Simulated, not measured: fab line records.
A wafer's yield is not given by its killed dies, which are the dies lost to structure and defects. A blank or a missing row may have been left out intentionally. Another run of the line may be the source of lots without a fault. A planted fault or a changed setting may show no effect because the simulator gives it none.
The tool behind it: which one? | flow nand_harc | 21 lots, 63 wafers sampled, at 6 steps of a route of 1302

## WHAT EACH GAUGE READ, for each wafer
No reading from a measuring or inspecting step in the record can be judged against a usual standard deviation.

## WHICH TOOL RAN EACH LOT (tool, then ch and the chambers of the sampled wafers, then the start)
lot  | NHARC_P_ZERO_WELL_ETCH_65          | NHARC_P_GATE_ETCH_114                         | NHARC_P_GATE_STRIP_101             | NHARC_P_GATE_DESCUM_48             | NHARC_P_GATE_DEGAS_109       | NHARC_P_GATE_RTA_80
L075 | rie_diel-02 ch 0,2,3, day 2 07:34  | rie_diel-11 ch 0,2,3, day 6 03:38 or earlier  | rie_diel-11 ch 1,2,3, day 6 03:38  | rie_diel-03 ch 0,2,3, day 6 04:43  | pvd_sputter-01, day 6 10:11  | rtp_anneal-01 ch 0, day 6 10:30
L077 | rie_diel-02 ch 0,1,2, day 3 03:23  | rie_diel-11 ch 0,1, day 6 18:54 or earlier    | rie_diel-03 ch 0,1,3, day 6 18:54  | rie_diel-03 ch 0,3, day 6 19:59    | pvd_sputter-02, day 7 01:29  | rtp_anneal-01 ch 0, day 7 01:46
L078 | rie_diel-08 ch 1,3, day 3 13:29    | rie_diel-11 ch 0,2,3, day 7 03:48 or earlier  | rie_diel-03 ch 1,3, day 7 03:48    | rie_diel-03 ch 0,2,3, day 7 04:58  | pvd_sputter-02, day 7 13:43  | rtp_anneal-01 ch 0, day 7 14:02
L079 | rie_diel-09 ch 0,3, day 3 23:29    | rie_diel-03 ch 0,1, day 7 17:38 or earlier    | rie_diel-11 ch 2,3, day 7 17:38    | rie_diel-04 ch 0,2,3, day 7 18:43  | pvd_sputter-01, day 8 00:08  | rtp_anneal-02 ch 0, day 8 00:29
L080 | rie_diel-08 ch 0,1,3, day 4 09:21  | rie_diel-03 ch 0,1,3, day 7 20:31 or earlier  | rie_diel-11 ch 1,3, day 7 20:31    | rie_diel-04 ch 0,2, day 7 21:29    | pvd_sputter-02, day 8 02:58  | rtp_anneal-01 ch 0, day 8 03:16
L081 | rie_diel-09 ch 2,3, day 4 19:29    | rie_diel-11 ch 1,2, day 8 08:44 or earlier    | rie_diel-04 ch 1,2,3, day 8 08:44  | rie_diel-03 ch 0,3, day 8 09:42    | pvd_sputter-03, day 8 15:02  | rtp_anneal-01 ch 0, day 8 15:21
L082 | rie_diel-08 ch 1,2,3, day 5 05:32  | rie_diel-11 ch 1,2,3, day 8 19:38 or earlier  | rie_diel-03 ch 1,3, day 8 19:38    | rie_diel-11 ch 0,1, day 8 20:43    | pvd_sputter-01, day 9 02:00  | rtp_anneal-01 ch 0, day 9 02:17
L083 | rie_diel-08 ch 1,2,3, day 5 15:33  | rie_diel-03 ch 1,2,3, day 9 08:23 or earlier  | rie_diel-03 ch 0,3, day 9 08:23    | rie_diel-11 ch 0,2, day 9 09:28    | pvd_sputter-03, day 9 14:58  | rtp_anneal-02 ch 0, day 9 15:16
L084 | rie_diel-08 ch 0,1,3, day 6 02:01  | rie_diel-03 ch 0,2,3, day 9 19:01 or earlier  | rie_diel-11 ch 0,2, day 9 19:01    | rie_diel-03 ch 1,2,3, day 9 20:00  | pvd_sputter-01, day 10 01:16 | rtp_anneal-02 ch 0, day 10 01:35
L085 | rie_diel-09 ch 0,2,3, day 6 11:30  | rie_diel-03 ch 1,3, day 10 03:37 or earlier   | rie_diel-03 ch 0,1,2, day 10 03:37 | rie_diel-04 ch 0,2, day 10 04:42   | pvd_sputter-03, day 10 10:06 | rtp_anneal-02 ch 0, day 10 10:25
L086 | rie_diel-09 ch 0,1,3, day 6 21:29  | rie_diel-11 ch 1,2,3, day 10 08:05 or earlier | rie_diel-03 ch 0,1,2, day 10 08:05 | rie_diel-03 ch 0,1,2, day 10 09:11 | pvd_sputter-03, day 10 14:29 | rtp_anneal-02 ch 0, day 10 14:53
L087 | rie_diel-08 ch 0,1, day 7 07:21    | rie_diel-04 ch 0,1,2, day 10 21:57 or earlier | rie_diel-04 ch 1,3, day 10 21:57   | rie_diel-11 ch 1,2, day 10 23:02   | pvd_sputter-02, day 11 04:30 | rtp_anneal-02 ch 0, day 11 04:47
L088 | rie_diel-09 ch 0,2,3, day 7 17:21  | rie_diel-03 ch 1,2,3, day 11 19:55 or earlier | rie_diel-04 ch 0,2,3, day 11 19:55 | rie_diel-03 ch 0,1,3, day 11 21:01 | pvd_sputter-02, day 12 02:16 | rtp_anneal-02 ch 0, day 12 02:46
L089 | rie_diel-02 ch 1,2, day 8 03:54    | rie_diel-04 ch 0,1,2, day 11 20:23 or earlier | rie_diel-03 ch 0,3, day 11 20:23   | rie_diel-03 ch 1,2,3, day 11 21:31 | pvd_sputter-01, day 12 02:59 | rtp_anneal-02 ch 0, day 12 03:40
L090 | rie_diel-08 ch 0,2,3, day 8 13:31  | rie_diel-04 ch 0,2,3, day 12 14:30 or earlier | rie_diel-11 ch 1,2, day 12 14:30   | rie_diel-04 ch 0,1,3, day 12 15:35 | pvd_sputter-01, day 12 20:54 | rtp_anneal-02 ch 0, day 12 21:12
L091 | rie_diel-02 ch 0,1, day 8 23:29    | rie_diel-03 ch 1,2,3, day 12 20:38 or earlier | rie_diel-11 ch 0,2,3, day 12 20:38 | rie_diel-04 ch 0,1,2, day 12 21:45 | pvd_sputter-01, day 13 03:10 | rtp_anneal-01 ch 0, day 13 03:37
L092 | rie_diel-02 ch 1,2,3, day 9 09:26  | rie_diel-11 ch 1,2,3, day 12 20:48 or earlier | rie_diel-11 ch 1,2, day 12 20:48   | rie_diel-04 ch 0,1,3, day 12 21:55 | pvd_sputter-03, day 13 03:20 | rtp_anneal-02 ch 0, day 13 03:43
L093 | rie_diel-09 ch 0,1, day 9 20:32    | rie_diel-11 ch 1,2, day 13 14:44 or earlier   | rie_diel-11 ch 1,2,3, day 13 14:44 | rie_diel-04 ch 1,2,3, day 13 15:50 | pvd_sputter-02, day 13 21:17 | rtp_anneal-01 ch 0, day 13 21:34
L095 | rie_diel-02 ch 0,1, day 10 15:29   | rie_diel-04 ch 0,3, day 14 01:34 or earlier   | rie_diel-03 ch 1,2,3, day 14 01:34 | rie_diel-04 ch 0,1,3, day 14 02:40 | pvd_sputter-03, day 14 08:07 | rtp_anneal-01 ch 0, day 14 08:25
L096 | rie_diel-08 ch 0,2,3, day 11 01:23 | rie_diel-03 ch 0,1,3, day 14 12:06 or earlier | rie_diel-03 ch 1,2, day 14 12:06   | rie_diel-03 ch 2,3, day 14 13:03   | pvd_sputter-01, day 14 18:15 | rtp_anneal-01 ch 0, day 14 18:33
L097 | rie_diel-08 ch 0,2,3, day 11 11:44 | rie_diel-11 ch 0,1,3, day 15 05:21 or earlier | rie_diel-03 ch 0,2,3, day 15 05:21 | rie_diel-04 ch 0,2,3, day 15 06:25 | pvd_sputter-03, day 15 12:53 | rtp_anneal-01 ch 0, day 15 13:11
- NHARC_P_ZERO_WELL_ETCH_65: etches the open film in N2/H2, target depth 80 nm, overetch 24 nm, time 87.88 s.
- NHARC_P_GATE_ETCH_114: etches the open film in CF4/O2, target depth 30 nm, overetch 3 nm, time 16.5 s.
- NHARC_P_GATE_STRIP_101: strips in O2, time 20 s.
- NHARC_P_GATE_DESCUM_48: chemistry O2, time 3 s.
- NHARC_P_GATE_DEGAS_109: time 60 s.
- NHARC_P_GATE_RTA_80: time 30 s.

## AS READ BY THE TOOLS THEMSELVES (means over the sampled wafers that have a number; for cases with no such wafer, the mark the record gives instead)
NHARC_P_ZERO_WELL_ETCH_65. Usual: drypump_motor_current_A 5.8 A, standard deviation 0.52; h2_flow_sccm 150.0 sccm, standard deviation 0.49; oes_product_au 1.002 a.u., standard deviation 0.012; rf_vpp_V 429.6 V, standard deviation 2.9; showerhead_plenum_p_Torr 2.01 Torr, standard deviation 0.11; throttle_valve_pct 14.170 %, standard deviation 0.0083.
lot  | tool        | drypump_motor_current_A (A) | h2_flow_sccm (sccm) | oes_product_au (a.u.) | rf_vpp_V (V) | showerhead_plenum_p_Torr (Torr) | throttle_valve_pct (%) | flag
L075 | rie_diel-02 | 6.1                         | 149.7               | 1.002                 | 427.7        | 1.93                            | 14.172                 |
L077 | rie_diel-02 | 6.0                         | 150.2               | 1.004                 | 432.6        | 2.10                            | 14.166                 |
L078 | rie_diel-08 | 6.2                         | 149.9               | 1.006                 | 430.8        | 2.04                            | 14.176                 |
L079 | rie_diel-09 | 6.0                         | 150.5               | 1.003                 | 427.7        | 1.95                            | 14.169                 |
L080 | rie_diel-08 | 5.8                         | 149.9               | 1.011                 | 429.7        | 1.98                            | 14.170                 |
L081 | rie_diel-09 | 6.0                         | 150.0               | 1.007                 | 428.0        | 1.92                            | 14.166                 |
L082 | rie_diel-08 | 5.9                         | 150.1               | 0.991                 | 429.0        | 2.00                            | 14.168                 |
L083 | rie_diel-08 | 6.0                         | 149.6               | 0.999                 | 430.0        | 2.00                            | 14.170                 |
L084 | rie_diel-08 | 5.8                         | 149.9               | 1.000                 | 429.6        | 1.97                            | 14.174                 |
L085 | rie_diel-09 | 5.6                         | 150.1               | 1.006                 | 426.9        | 1.93                            | 14.168                 |
L086 | rie_diel-09 | 5.8                         | 149.9               | 1.009                 | 430.0        | 2.03                            | 14.172                 |
L087 | rie_diel-08 | 5.4                         | 149.7               | 0.996                 | 428.1        | 1.97                            | 14.163                 |
L088 | rie_diel-09 | 5.6                         | 150.0               | 1.006                 | 429.7        | 2.04                            | 14.173                 |
L089 | rie_diel-02 | 6.1                         | 149.9               | 1.020                 | 430.8        | 2.05                            | 14.168                 |
L090 | rie_diel-08 | 5.5                         | 150.1               | 0.989                 | 427.5        | 1.94                            | 14.176                 |
L091 | rie_diel-02 | 6.0                         | 150.3               | 1.009                 | 431.4        | 2.11                            | 14.172                 |
L092 | rie_diel-02 | 6.2                         | 149.6               | 1.010                 | 429.5        | 1.98                            | 14.171                 |
L093 | rie_diel-09 | 5.6                         | 150.0               | 0.996                 | 433.0        | 2.11                            | 14.168                 |
L095 | rie_diel-02 | 6.1                         | 149.7               | 0.994                 | 432.6        | 2.11                            | 14.174                 |
L096 | rie_diel-08 | 5.5                         | 149.8               | 1.002                 | 428.7        | 1.94                            | 14.172                 |
L097 | rie_diel-08 | 5.5                         | 150.0               | 1.010                 | 426.9        | 1.94                            | 14.168                 |

NHARC_P_GATE_ETCH_114. Usual: drypump_motor_current_A 5.6 A, standard deviation 0.52; oes_product_au 0.999 a.u., standard deviation 0.015; rf_vpp_V 198.6 V, standard deviation 1.3; showerhead_plenum_p_Torr 1.38 Torr, standard deviation 0.05; throttle_valve_pct 13.397 %, standard deviation 0.0093.
lot  | tool        | drypump_motor_current_A (A) | oes_product_au (a.u.) | rf_vpp_V (V) | showerhead_plenum_p_Torr (Torr) | throttle_valve_pct (%) | flag
L075 | rie_diel-11 | 5.9                         | 1.008                 | 197.4        | 1.36                            | 13.399                 |
L077 | rie_diel-11 | 5.4                         | 0.991                 | 197.4        | 1.36                            | 13.408                 |
L078 | rie_diel-11 | 5.9                         | 1.002                 | 198.1        | 1.36                            | 13.398                 |
L079 | rie_diel-03 | 5.5                         | 1.014                 | 198.8        | 1.36                            | 13.399                 |
L080 | rie_diel-03 | 5.7                         | 0.995                 | 198.5        | 1.37                            | 13.400                 |
L081 | rie_diel-11 | 5.5                         | 0.995                 | 197.8        | 1.36                            | 13.380                 |
L082 | rie_diel-11 | 5.7                         | 1.000                 | 198.4        | 1.37                            | 13.398                 |
L083 | rie_diel-03 | 5.8                         | 0.984                 | 198.4        | 1.36                            | 13.401                 |
L084 | rie_diel-03 | 5.5                         | 1.008                 | 199.8        | 1.41                            | 13.386                 |
L085 | rie_diel-03 | 6.0                         | 0.989                 | 198.0        | 1.32                            | 13.404                 |
L086 | rie_diel-11 | 5.7                         | 1.001                 | 197.7        | 1.37                            | 13.401                 |
L087 | rie_diel-04 | 5.3                         | 0.994                 | 200.5        | 1.42                            | 13.410                 |
L088 | rie_diel-03 | 5.8                         | 0.993                 | 197.9        | 1.36                            | 13.394                 |
L089 | rie_diel-04 | 5.3                         | 0.991                 | 199.8        | 1.42                            | 13.399                 |
L090 | rie_diel-04 | 5.8                         | 1.000                 | 198.5        | 1.42                            | 13.402                 |
L091 | rie_diel-03 | 5.8                         | 0.990                 | 197.9        | 1.36                            | 13.392                 |
L092 | rie_diel-11 | 5.7                         | 0.996                 | 198.3        | 1.37                            | 13.399                 |
L093 | rie_diel-11 | 6.0                         | 0.992                 | 197.6        | 1.33                            | 13.401                 |
L095 | rie_diel-04 | 6.0                         | 0.997                 | 199.3        | 1.42                            | 13.392                 |
L096 | rie_diel-03 | 5.7                         | 1.005                 | 198.2        | 1.36                            | 13.393                 |
L097 | rie_diel-11 | 5.3                         | 1.004                 | 199.6        | 1.38                            | 13.397                 |

NHARC_P_GATE_STRIP_101. Usual: drypump_motor_current_A 5.7 A, standard deviation 0.5; oes_product_au 0.999 a.u., standard deviation 0.016; rf_vpp_V 58.0 V, standard deviation 0.88; showerhead_plenum_p_Torr 3.64 Torr, standard deviation 0.14; throttle_valve_pct 17.037 %, standard deviation 0.0087.
lot  | tool        | drypump_motor_current_A (A) | oes_product_au (a.u.) | rf_vpp_V (V) | showerhead_plenum_p_Torr (Torr) | throttle_valve_pct (%) | flag
L075 | rie_diel-11 | 5.7                         | 1.006                 | 57.4         | 3.62                            | 17.024                 |
L077 | rie_diel-03 | 5.7                         | 0.996                 | 57.2         | 3.61                            | 17.042                 |
L078 | rie_diel-03 | 6.0                         | 0.990                 | 56.9         | 3.49                            | 17.040                 |
L079 | rie_diel-11 | 6.2                         | 0.997                 | 57.8         | 3.56                            | 17.039                 |
L080 | rie_diel-11 | 5.1                         | 1.001                 | 58.1         | 3.68                            | 17.043                 |
L081 | rie_diel-04 | 5.6                         | 1.016                 | 58.0         | 3.74                            | 17.035                 |
L082 | rie_diel-03 | 5.8                         | 0.993                 | 58.9         | 3.63                            | 17.038                 |
L083 | rie_diel-03 | 5.5                         | 1.010                 | 58.0         | 3.75                            | 17.041                 |
L084 | rie_diel-11 | 6.3                         | 0.997                 | 57.9         | 3.49                            | 17.036                 |
L085 | rie_diel-03 | 5.6                         | 0.999                 | 57.9         | 3.58                            | 17.031                 |
L086 | rie_diel-03 | 5.6                         | 0.998                 | 58.1         | 3.58                            | 17.038                 |
L087 | rie_diel-04 | 5.8                         | 0.985                 | 58.3         | 3.74                            | 17.034                 |
L088 | rie_diel-04 | 5.8                         | 1.008                 | 59.0         | 3.74                            | 17.044                 |
L089 | rie_diel-03 | 5.5                         | 1.003                 | 58.2         | 3.74                            | 17.039                 |
L090 | rie_diel-11 | 5.5                         | 0.991                 | 57.8         | 3.58                            | 17.030                 |
L091 | rie_diel-11 | 5.9                         | 0.998                 | 58.2         | 3.59                            | 17.030                 |
L092 | rie_diel-11 | 6.0                         | 0.986                 | 57.5         | 3.52                            | 17.040                 |
L093 | rie_diel-11 | 5.7                         | 0.999                 | 58.6         | 3.62                            | 17.036                 |
L095 | rie_diel-03 | 5.8                         | 0.989                 | 57.7         | 3.58                            | 17.040                 |
L096 | rie_diel-03 | 6.0                         | 1.006                 | 57.8         | 3.45                            | 17.035                 |
L097 | rie_diel-03 | 5.5                         | 1.001                 | 58.6         | 3.71                            | 17.032                 |

NHARC_P_GATE_DESCUM_48. Usual: drypump_motor_current_A 5.6 A, standard deviation 0.49; oes_product_au 1.001 a.u., standard deviation 0.017; rf_vpp_V 58.2 V, standard deviation 0.88; showerhead_plenum_p_Torr 2.00 Torr, standard deviation 0.072; throttle_valve_pct 11.311 %, standard deviation 0.0089.
lot  | tool        | drypump_motor_current_A (A) | oes_product_au (a.u.) | rf_vpp_V (V) | showerhead_plenum_p_Torr (Torr) | throttle_valve_pct (%) | flag
L075 | rie_diel-03 | 5.5                         | 1.003                 | 58.6         | 2.02                            | 11.320                 |
L077 | rie_diel-03 | 5.5                         | 1.019                 | 57.8         | 2.04                            | 11.310                 |
L078 | rie_diel-03 | 5.5                         | 1.016                 | 57.7         | 2.02                            | 11.315                 |
L079 | rie_diel-04 | 5.8                         | 1.014                 | 58.9         | 2.04                            | 11.318                 |
L080 | rie_diel-04 | 5.7                         | 1.020                 | 57.7         | 2.04                            | 11.303                 |
L081 | rie_diel-03 | 5.3                         | 1.019                 | 58.8         | 2.04                            | 11.311                 |
L082 | rie_diel-11 | 5.1                         | 0.997                 | 58.0         | 1.96                            | 11.323                 |
L083 | rie_diel-11 | 6.3                         | 0.995                 | 57.9         | 1.89                            | 11.308                 |
L084 | rie_diel-03 | 5.8                         | 0.994                 | 57.7         | 1.95                            | 11.310                 |
L085 | rie_diel-04 | 5.5                         | 1.003                 | 57.8         | 2.05                            | 11.311                 |
L086 | rie_diel-03 | 5.6                         | 1.000                 | 57.6         | 1.94                            | 11.305                 |
L087 | rie_diel-11 | 5.5                         | 0.996                 | 57.5         | 1.94                            | 11.309                 |
L088 | rie_diel-03 | 5.7                         | 0.997                 | 58.2         | 1.96                            | 11.312                 |
L089 | rie_diel-03 | 5.8                         | 0.986                 | 58.6         | 1.95                            | 11.318                 |
L090 | rie_diel-04 | 5.5                         | 1.002                 | 57.9         | 2.05                            | 11.305                 |
L091 | rie_diel-04 | 5.3                         | 0.997                 | 58.9         | 2.05                            | 11.311                 |
L092 | rie_diel-04 | 5.5                         | 0.987                 | 58.6         | 2.05                            | 11.311                 |
L093 | rie_diel-04 | 5.6                         | 0.989                 | 58.3         | 2.04                            | 11.317                 |
L095 | rie_diel-04 | 5.5                         | 0.999                 | 58.4         | 2.05                            | 11.319                 |
L096 | rie_diel-03 | 5.6                         | 0.984                 | 58.5         | 2.02                            | 11.313                 |
L097 | rie_diel-04 | 5.8                         | 1.016                 | 58.7         | 2.04                            | 11.301                 |

NHARC_P_GATE_DEGAS_109. Usual: heater_power_w at 471 W, with a standard deviation of 48.
lot  | tool           | heater_power_w (W) | flag
L075 | pvd_sputter-01 | 436                |
L077 | pvd_sputter-02 | 480                |
L078 | pvd_sputter-02 | 467                |
L079 | pvd_sputter-01 | 475                |
L080 | pvd_sputter-02 | 472                |
L081 | pvd_sputter-03 | 470                |
L082 | pvd_sputter-01 | 440                |
L083 | pvd_sputter-03 | 458                |
L084 | pvd_sputter-01 | 457                |
L085 | pvd_sputter-03 | 465                |
L086 | pvd_sputter-03 | 465                |
L087 | pvd_sputter-02 | 463                |
L088 | pvd_sputter-02 | 477                |
L089 | pvd_sputter-01 | 381                |
L090 | pvd_sputter-01 | 467                |
L091 | pvd_sputter-01 | 424                |
L092 | pvd_sputter-03 | 466                |
L093 | pvd_sputter-02 | 501                |
L095 | pvd_sputter-03 | 470                |
L096 | pvd_sputter-01 | 428                |
L097 | pvd_sputter-03 | 507                |

NHARC_P_GATE_RTA_80. Usual: anneal_temp_c_max 301.40, standard deviation 0.3; lamp_power_pct 2.11 %, standard deviation 0.11; lamp_zone_6_pct 2.09 %, standard deviation 0.1; lamp_zone_7_pct 2.22 %, standard deviation 0.11; wafer_temp_C_max 301.9, standard deviation 0.62.
lot  | tool          | anneal_temp_c_max | lamp_power_pct (%) | lamp_zone_6_pct (%) | lamp_zone_7_pct (%) | wafer_temp_C_max | flag
L075 | rtp_anneal-01 | 301.67            | 2.01               | 1.99                | 2.10                | 302.3            |
L077 | rtp_anneal-01 | 301.19            | 2.01               | 1.99                | 2.11                | 302.4            |
L078 | rtp_anneal-01 | 301.63            | 2.01               | 1.99                | 2.11                | 302.5            |
L079 | rtp_anneal-02 | 301.06            | 2.22               | 2.19                | 2.33                | 301.5            |
L080 | rtp_anneal-01 | 301.49            | 2.00               | 1.98                | 2.10                | 302.9            |
L081 | rtp_anneal-01 | 301.45            | 2.01               | 1.99                | 2.11                | 302.0            |
L082 | rtp_anneal-01 | 301.32            | 2.01               | 1.99                | 2.11                | 302.3            |
L083 | rtp_anneal-02 | 301.49            | 2.22               | 2.20                | 2.33                | 301.7            |
L084 | rtp_anneal-02 | 301.47            | 2.22               | 2.20                | 2.33                | 301.5            |
L085 | rtp_anneal-02 | 301.54            | 2.22               | 2.20                | 2.33                | 301.3            |
L086 | rtp_anneal-02 | 301.07            | 2.22               | 2.19                | 2.33                | 301.4            |
L087 | rtp_anneal-02 | 301.47            | 2.22               | 2.19                | 2.33                | 301.6            |
L088 | rtp_anneal-02 | 301.34            | 2.22               | 2.19                | 2.32                | 301.4            |
L089 | rtp_anneal-02 | 301.16            | 2.22               | 2.19                | 2.32                | 301.7            |
L090 | rtp_anneal-02 | 301.53            | 2.22               | 2.20                | 2.33                | 301.5            |
L091 | rtp_anneal-01 | 301.34            | 2.00               | 1.98                | 2.10                | 301.9            |
L092 | rtp_anneal-02 | 301.51            | 2.22               | 2.20                | 2.33                | 301.2            |
L093 | rtp_anneal-01 | 301.73            | 2.01               | 1.99                | 2.10                | 302.7            |
L095 | rtp_anneal-01 | 301.32            | 2.01               | 1.99                | 2.11                | 302.2            |
L096 | rtp_anneal-01 | 301.38            | 2.01               | 1.98                | 2.10                | 302.4            |
L097 | rtp_anneal-01 | 300.97            | 2.00               | 1.98                | 2.10                | 302.0            |

## THE ANSWER, worked out from the rows above alone
Rule: lot off if the mean of its wafers having a number is beyond 3 standard deviations from the usual mean. Also off: a lot with no number at a reading for which 4 or more lots have one. The other lots that the step has rows for count as sound. Order of review: gauges by route order, followed by the tools' own readings, for which a lot's mean as printed above is used. At the first step where some lot is off, the reading lying furthest off is the one used; lots without a number count as furthest.
No lot is off at any reading shown: from this, nothing can be told.

## WHAT WAS PUT IN BY THE SIMULATOR
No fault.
